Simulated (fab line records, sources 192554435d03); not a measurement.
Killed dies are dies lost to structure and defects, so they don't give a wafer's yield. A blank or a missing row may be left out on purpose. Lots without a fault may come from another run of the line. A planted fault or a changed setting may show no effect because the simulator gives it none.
Which tool did it? | flow n5_finfet | 10 lots, 29 wafers sampled, at 5 steps of a route of 1938

WHAT THE GAUGES READ, wafer by wafer
The record holds no reading of a measuring or inspecting step that can be judged against a usual standard deviation.

WHICH TOOL RAN EACH LOT (tool, then ch and the chambers of the sampled wafers, then the start)
lot  | N5_BEOL_M13_VIA_ETCH_16            | N5_BEOL_M13_ETCH_67                | N5_BEOL_M13_SPUTTER_44       | N5_BEOL_M13_ANNEAL_48            | N5_PASSIVATION_PROBE_49
L424 | rie_diel-04 ch 1,3, day 12 14:26   | rie_diel-04 ch 1,2,3, day 12 15:27 | pvd_sputter-03, day 12 20:08 | rtp_anneal-01 ch 0, day 12 20:50 | -
L426 | rie_diel-01 ch 1,2,3, day 13 14:27 | rie_diel-04 ch 0,2, day 13 15:28   | pvd_sputter-01, day 13 16:47 | rtp_anneal-01 ch 0, day 13 17:08 | -
L428 | rie_diel-01 ch 2,3, day 13 18:50   | rie_diel-01 ch 0,2,3, day 13 19:44 | pvd_sputter-03, day 14 01:11 | rtp_anneal-02 ch 0, day 14 01:47 | -
L423 | rie_diel-05 ch 0,2,3, day 14 07:07 | rie_diel-05 ch 0,2,3, day 14 08:01 | pvd_sputter-01, day 14 13:42 | rtp_anneal-01 ch 0, day 14 14:04 | -
L429 | rie_diel-01 ch 1,2,3, day 14 07:46 | rie_diel-04 ch 0,2, day 14 08:47   | pvd_sputter-01, day 14 16:12 | rtp_anneal-01 ch 0, day 14 16:37 | -
L430 | rie_diel-05 ch 0,1, day 15 02:27   | rie_diel-04 ch 1,2, day 15 03:34   | pvd_sputter-01, day 15 08:19 | rtp_anneal-02 ch 0, day 15 09:23 | prober-01, day 16 12:46
L432 | rie_diel-04 ch 0,3, day 15 21:19   | rie_diel-01 ch 2, day 15 22:13     | pvd_sputter-01, day 16 01:09 | rtp_anneal-02 ch 0, day 16 01:34 | -
L443 | rie_diel-05 ch 1,2,3, day 18 17:48 | rie_diel-04 ch 1,2,3, day 18 18:53 | pvd_sputter-01, day 18 23:16 | rtp_anneal-02 ch 0, day 18 23:46 | -
L444 | rie_diel-04 ch 1,2,3, day 18 19:29 | rie_diel-04 ch 1,2,3, day 18 20:22 | pvd_sputter-03, day 18 23:43 | rtp_anneal-01 ch 0, day 19 00:05 | -
L445 | rie_diel-01 ch 0,1, day 19 17:22   | rie_diel-01 ch 0,3, day 19 18:26   | pvd_sputter-01, day 19 19:52 | rtp_anneal-01 ch 0, day 19 20:22 | -
- N5_BEOL_M13_VIA_ETCH_16: etches SiOC in C4F8/O2/Ar, target depth 921.7 nm.
- N5_BEOL_M13_ETCH_67: etches SiARC in CF4, target depth 143 nm, time 238.3 s.
- N5_BEOL_M13_SPUTTER_44: material Ta, target thk 10 nm, time 16.13 s.
- N5_BEOL_M13_ANNEAL_48: time 90 s.
- N5_PASSIVATION_PROBE_49

WHAT THE TOOLS THEMSELVES READ (means of the sampled wafers that have a number; where no wafer has one, the mark that the record gives instead)
N5_BEOL_M13_VIA_ETCH_16.
lot  | tool        | bias_w (W) | drypump_motor_current_A (A) | oes_product_au (a.u.) | rf_fwd_power_W (W) | rf_vpp_V (V) | showerhead_plenum_p_Torr (Torr) | throttle_valve_pct (%)
L424 | rie_diel-04 | 697.8      | 5.8                         | 0.67                  | 2999               | 664.1        | 3.36                            | 24.54
L426 | rie_diel-01 | 700.8      | 5.8                         | 0.71                  | 2996               | 666.0        | 3.42                            | 24.13
L428 | rie_diel-01 | 698.8      | 5.5                         | 0.75                  | 2990               | 665.7        | 3.41                            | 24.13
L423 | rie_diel-05 | 700.8      | 5.1                         | 0.67                  | 2994               | 663.5        | 3.37                            | 24.33
L429 | rie_diel-01 | 698.3      | 5.9                         | 0.70                  | 2986               | 665.9        | 3.42                            | 24.15
L430 | rie_diel-05 | 699.4      | 5.1                         | 0.65                  | 2998               | 668.7        | 3.52                            | 24.43
L432 | rie_diel-04 | 697.8      | 5.8                         | 0.83                  | 2992               | 663.8        | 3.37                            | 24.29
L443 | rie_diel-05 | 702.2      | 5.5                         | 0.69                  | 2996               | 663.9        | 3.39                            | 24.42
L444 | rie_diel-04 | 700.0      | 5.7                         | 0.71                  | 2982               | 662.3        | 3.31                            | 24.30
L445 | rie_diel-01 | 702.7      | 6.2                         | 0.79                  | 2996               | 666.6        | 3.46                            | 23.97

N5_BEOL_M13_ETCH_67.
lot  | tool        | bias_w (W) | drypump_motor_current_A (A) | etch_rf_on_time_s (s) | oes_product_au (a.u.) | rf_fwd_power_W (W) | rf_vpp_V (V) | showerhead_plenum_p_Torr (Torr) | throttle_valve_pct (%)
L424 | rie_diel-04 | 36.00      | 5.7                         | 237                   | 0.65                  | 543.8              | 182.9        | 2.09                            | 15.76
L426 | rie_diel-04 | 36.03      | 5.6                         | 237                   | 0.69                  | 543.1              | 183.2        | 2.07                            | 15.56
L428 | rie_diel-01 | 36.07      | 5.9                         | 232                   | 0.74                  | 542.0              | 183.7        | 2.16                            | 15.64
L423 | rie_diel-05 | 36.05      | 5.1                         | 233                   | 0.64                  | 542.2              | 184.2        | 2.12                            | 15.73
L429 | rie_diel-04 | 41.07      | 5.7                         | 229                   | 0.75                  | 545.0              | 199.8        | 2.09                            | 15.54
L430 | rie_diel-04 | 40.96      | 5.6                         | 232                   | 0.65                  | 543.7              | 199.3        | 2.06                            | 15.62
L432 | rie_diel-01 | 36.01      | 5.1                         | 232                   | 0.69                  | 543.6              | 184.8        | 2.17                            | 15.54
L443 | rie_diel-04 | 36.04      | 5.7                         | 236                   | 0.68                  | 543.4              | 182.5        | 2.07                            | 15.70
L444 | rie_diel-04 | 36.02      | 5.7                         | 233                   | 0.68                  | 543.7              | 182.4        | 2.07                            | 15.69
L445 | rie_diel-01 | 35.93      | 6.2                         | 237                   | 0.69                  | 541.9              | 183.7        | 2.11                            | 15.78

N5_BEOL_M13_SPUTTER_44.
lot  | tool           | susceptor_temp_C (C) | throttle_valve_pct (%)
L424 | pvd_sputter-03 | 50.08                | 30.3
L426 | pvd_sputter-01 | 50.01                | 29.7
L428 | pvd_sputter-03 | 49.95                | 30.2
L423 | pvd_sputter-01 | 49.93                | 30.1
L429 | pvd_sputter-01 | 50.05                | 28.6
L430 | pvd_sputter-01 | 50.03                | 29.6
L432 | pvd_sputter-01 | 50.01                | 30.9
L443 | pvd_sputter-01 | 50.03                | 30.0
L444 | pvd_sputter-03 | 50.02                | 30.1
L445 | pvd_sputter-01 | 50.06                | 29.7

N5_BEOL_M13_ANNEAL_48.
lot  | tool          | wafer_temp_C_max
L424 | rtp_anneal-01 | 225.83
L426 | rtp_anneal-01 | 225.92
L428 | rtp_anneal-02 | 225.58
L423 | rtp_anneal-01 | 225.80
L429 | rtp_anneal-01 | 225.71
L430 | rtp_anneal-02 | 225.53
L432 | rtp_anneal-02 | 225.86
L443 | rtp_anneal-02 | 225.86
L444 | rtp_anneal-01 | 226.25
L445 | rtp_anneal-01 | 226.03

N5_PASSIVATION_PROBE_49.
lot  | tool      | defect_limited_yield (%) | killed_at_M0_to_M3 | killed_at_M4_up | killed_at_contacts | killed_at_front_end | killed_at_other | killed_dies | killed_open | killed_short | sort_bin_5_function (%) | sort_bin_6_memory (%) | sort_n_pass | sort_yield_pct (%)
L430 | prober-01 | 92.3                     | 29                 | 15              | 10                 | 35                  | 2.0             | 91          | 59          | 31           | 4.7                     | 2.6                   | 1089        | 92.3

THE ANSWER, worked out from the rows above alone
Rule: what is usual is taken from the lots themselves. Put in order of their means at a reading, lots are off if they are a third of the lots or fewer, leave a main group of 4 or more, and stand apart from it by a gap of 3 or more times the standard deviation of the main group's means; of several such gaps the widest counts. A main group whose means are all the same, to the digits that the tables above print for the reading, isn't used. A lot without any number at a reading at which 4 lots or more have one is off too. The other lots that the step has rows for count as sound. The gauges are gone through in route order, then the tools' own readings, and for those a lot's mean is taken as printed above. The first step at which some lot is off is used, and at that step the reading that is off furthest; a lot without a number counts as furthest.
Off: L429, L430, at N5_BEOL_M13_ETCH_67 (bias_w). The main group: mean 36.02 W, standard deviation 0.04.
A tool fits if, at that step or a process step before it, it ran every lot that is off, and no sound lot after the first of them. None of those tried fits.

WHAT THE SIMULATOR HAD PUT IN
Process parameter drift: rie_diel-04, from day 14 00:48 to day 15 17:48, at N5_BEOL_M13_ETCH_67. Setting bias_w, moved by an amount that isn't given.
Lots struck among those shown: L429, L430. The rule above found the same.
